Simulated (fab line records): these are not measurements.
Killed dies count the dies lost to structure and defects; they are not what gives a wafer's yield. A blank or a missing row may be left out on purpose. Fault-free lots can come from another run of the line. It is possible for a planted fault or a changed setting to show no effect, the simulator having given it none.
A lot that was struck, set against a sound lot | flow n5 finfet | 34 steps out of a route of 1938
Sound: wafers L570.2, L570.3, L570.5. The struck wafers were L560.2, L560.4, L560.5. Last of all comes the cause.
Per side, at each step with rows, come the tool, then ch with its chambers, and then its first start. Under that, the readings that differ: sound wafers | struck wafers | difference of the means | sigmas: that difference in standard deviations of wafers without a fault.
alike: readings whose means differ by less than 2 such deviations, and words and numbers that are the same on both sides. not compared: withheld readings, readings that some wafer has no value for, bounds like >300 that may hide the same value, and numbers for which the record gives no deviation and whose values overlap.
The two part at a step that has a row with sigmas, a row that says differs or no value, or rows on one side only. When numbers do not overlap yet have no deviation, they are printed without sigmas and do not part them. A reading missing from all wafers of one side parts the sides only when that side holds two or more wafers.

first, 11 steps without rows for these wafers: N5_BEOL_M0_CUTY_STRIP_64 (strips in N2/H2); N5_BEOL_M0_ETCH_138 (etches SiCN in CH3F/O2, target depth 12 nm, time 31.6 s); N5_BEOL_M0_HM_OPEN_105 (chemistry Cl2/BCl3, target TiN, target depth 12 nm); N5_BEOL_M0_STRIP_140 (strips in CF4); N5_BEOL_M0_STRIP_104 (strips in N2/H2); N5_BEOL_M0_WET_ETCH_106 (etches SiO2 in DHF, target depth 130 nm, rinse time 30 s); N5_BEOL_M0_ETCH_128 (etches SiCN in CF4/N2, target depth 12 nm, overetch 5.1 nm, time 21.4 s); N5_BEOL_M0_TRENCH_ETCH_107 (etches SiOC in C4F6/O2, target depth 32.8 nm, time 16.4 s); N5_BEOL_M0_STRIP_142 (strips in N2/H2, time 10 s); N5_BEOL_M0_HM_STRIP_129 (strips TiN in peroxide tin strip, target depth 17 nm, time 108 s); N5_BEOL_M0_SRD_130 (time 30 s).
N5_BEOL_M0_ETCH_109: etches SiCN in CH3F/O2, target depth 8 nm, overetch 2.4 nm, time 27.4 s.
  sound on rie diel-04 ch 0,3, day 10 12:14; struck on rie diel-05 ch 0,1,3, day 6 20:46
  reading                        | sound                | struck               | difference | sigmas
  chamber pressure mTorr (mTorr) | 29.942 29.991 29.982 | 30.043 30.040 30.015 | +0.061     | +2
  model.etch.depth nm (nm)       | 7.647 7.753 7.756    | 7.323 7.514 7.273    | -0.349     |
  alike: drypump motor current A, oes product au, rf vpp V, showerhead plenum p Torr, throttle valve pct
  not compared: rf hours counter h
N5_BEOL_M0_STRIP_139: strips in post etch residue remover, time 60 s.
  sound on wet bench-03 ch 3,4,5, day 10 12:20; struck on wet bench-01 ch 0,2,5, day 6 20:52
  not compared: model.SiOC_of_BEOL_M0_SAQP_ILD_DEP_01.thk nm
then, 15 steps without rows for these wafers: N5_BEOL_M0_SRD_111 (time 30 s); N5_BEOL_M0_DEGAS_112 (time 60 s); N5_BEOL_M0_PRE_CLEAN_113 (time 30 s); N5_BEOL_M0_ALD_136 (deposits TaN, pulse time 2 s, purge time 3 s, co reactant purge time 2 s); N5_BEOL_M0_SURFACE_TREAT_137; N5_BEOL_M0_CVD_115 (deposits Co from CCTBA/H2, time 120 s); N5_BEOL_M0_SPUTTER_116 (material Cu, target thk 4 nm, time 7.37 s); N5_BEOL_M0_ANNEAL_117 (time 60 s); N5_BEOL_M0_SPUTTER_132 (material Cu, target thk 4 nm, time 7.37 s); N5_BEOL_M0_ANNEAL_133 (time 60 s); N5_BEOL_M0_SPUTTER_134 (material Cu, target thk 4 nm, time 7.37 s); N5_BEOL_M0_ANNEAL_135 (time 60 s); N5_BEOL_M0_SPUTTER_141 (material Cu, target thk 4 nm, time 7.37 s); N5_BEOL_M0_ECD_118 (material Cu, target thk 300 nm); N5_BEOL_M0_ANNEAL_119 (time 90 s).
N5_BEOL_M0_CMP_120: polishes, stops on SiOC, t overpolish 6.9 s.
  sound on cmp-04 ch 0,1,2, day 10 15:35; struck on cmp-04 ch 0,1, day 6 23:32
  alike: barrier field endpoint s, motor current A, overpolish run s, slurry filter dp kPa, time to endpoint s
  not compared: model.SiOC_of_BEOL_M0_SAQP_ILD_DEP_01.thk nm
then, 4 steps without rows for these wafers: N5_BEOL_M0_PRE_CLEAN_131 (time 15 s); N5_BEOL_M0_CO_CAP_123 (material Co, precursor CCTBA/H2, target thk 2 nm, time 102.1 s); N5_BEOL_M0_PRE_CLEAN_124 (time 15 s); N5_BEOL_M0_DEP_125 (deposits SiCN from 3MS/NH3, target thk 8 nm, time 14 s).
-- here the record skips 7 days between the struck wafers' starts before and after, leaving off in module BEOL_M0 and picking up in module PASSIVATION (first step shown: number 1936 of the route) --
N5_PASSIVATION_PROBE_49:
  struck on prober-01, day 14 07:05; sound on prober-02, day 16 10:41
  reading                  | sound          | struck         | difference | sigmas
  defect limited yield (%) | 91.5 91.6 92.5 | 0 1.4 0        | -91        | -57
  killed_at_M0_to_M3       | 32 40 20       | 1128 1095 1132 | +1088      | +99
  killed dies              | 100 99 88      | 1180 1164 1180 | +1079      | +57
  killed on rim            | 11 14 15       | 152 150 152    | +138       | +34
  sort_bin_5_function (%)  | 4.7 4.7 4.4    | 97.5 95.1 97.6 | +92.1      | +92
  sort n pass              | 1080 1081 1092 | 0 16 0         | -1079      | -57
  sort yield pct (%)       | 91.5 91.6 92.5 | 0 1.4 0        | -91        | -57
  alike: killed_at_M4_up, killed at contacts, killed at front end, killed at other, killed open, killed short, sort_bin_6_memory

## WHERE THEY PART
At N5_BEOL_M0_ETCH_109 first; at N5_PASSIVATION_PROBE_49 last (within this record only).

WHY: what the simulator had put in
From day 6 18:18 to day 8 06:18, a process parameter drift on rie diel-05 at N5_BEOL_M0_ETCH_109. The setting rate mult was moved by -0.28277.
